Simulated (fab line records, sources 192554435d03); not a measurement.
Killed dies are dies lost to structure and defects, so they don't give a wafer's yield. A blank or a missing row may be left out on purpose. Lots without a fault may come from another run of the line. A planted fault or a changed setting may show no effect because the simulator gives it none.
One fault seen from 2 desks | flow n5_finfet | each desk has only its own numbers; what lay behind them comes last

THE METROLOGY DESK
What the gauges read, lot by lot, whatever tool the lot ran on: means of the sampled wafers that have a number. A lot is out of limits, marked OUT, if its mean lies more than 4 standard deviations from the usual mean; the brackets give that distance.
Columns: A = cd_nm at N5_BEOL_M7_CD_MEAS_28, usual 39.96 nm
lot  | first seen here | A
L394 | day 8 14:17     | 39.87
L395 | day 9 01:55     | 40.02
L398 | day 9 10:28     | 39.94
L397 | day 9 15:18     | 39.76
L396 | day 9 17:04     | 39.86
L400 | day 10 04:25    | 40.11
L401 | day 10 15:14    | 40.05
L403 | day 10 16:21    | 39.92
L402 | day 10 23:08    | 40.10
L411 | day 13 14:21    | 39.13
L416 | day 14 14:47    | 40.27
This desk's finding: nothing out of limits on any of the 11 lots.

THE DEFECT DESK
What the inspections along the route counted, lot by lot: means of the sampled wafers that have a number. A lot is out of limits, marked OUT, if its mean lies more than 4 standard deviations from the usual mean; the brackets give that distance.
Columns: A = raw_defect_count at N5_BEOL_M6_INSPECT_58, usual 65
lot  | first seen here | A
L394 | day 8 08:56     | 74
L395 | day 8 22:41     | 61
L398 | day 9 07:08     | 93
L397 | day 9 11:40     | 76
L396 | day 9 12:23     | 58
L400 | day 10 01:59    | 75
L401 | day 10 12:21    | 36
L403 | day 10 13:55    | 48
L402 | day 10 18:40    | 41
L411 | day 13 03:34    | 66
L416 | day 14 05:29    | 73
This desk's finding: nothing out of limits on any of the 11 lots.

PUT TOGETHER
The metrology desk saw nothing out of limits.
The defect desk saw nothing out of limits.

WHAT THE SIMULATOR HAD PUT IN
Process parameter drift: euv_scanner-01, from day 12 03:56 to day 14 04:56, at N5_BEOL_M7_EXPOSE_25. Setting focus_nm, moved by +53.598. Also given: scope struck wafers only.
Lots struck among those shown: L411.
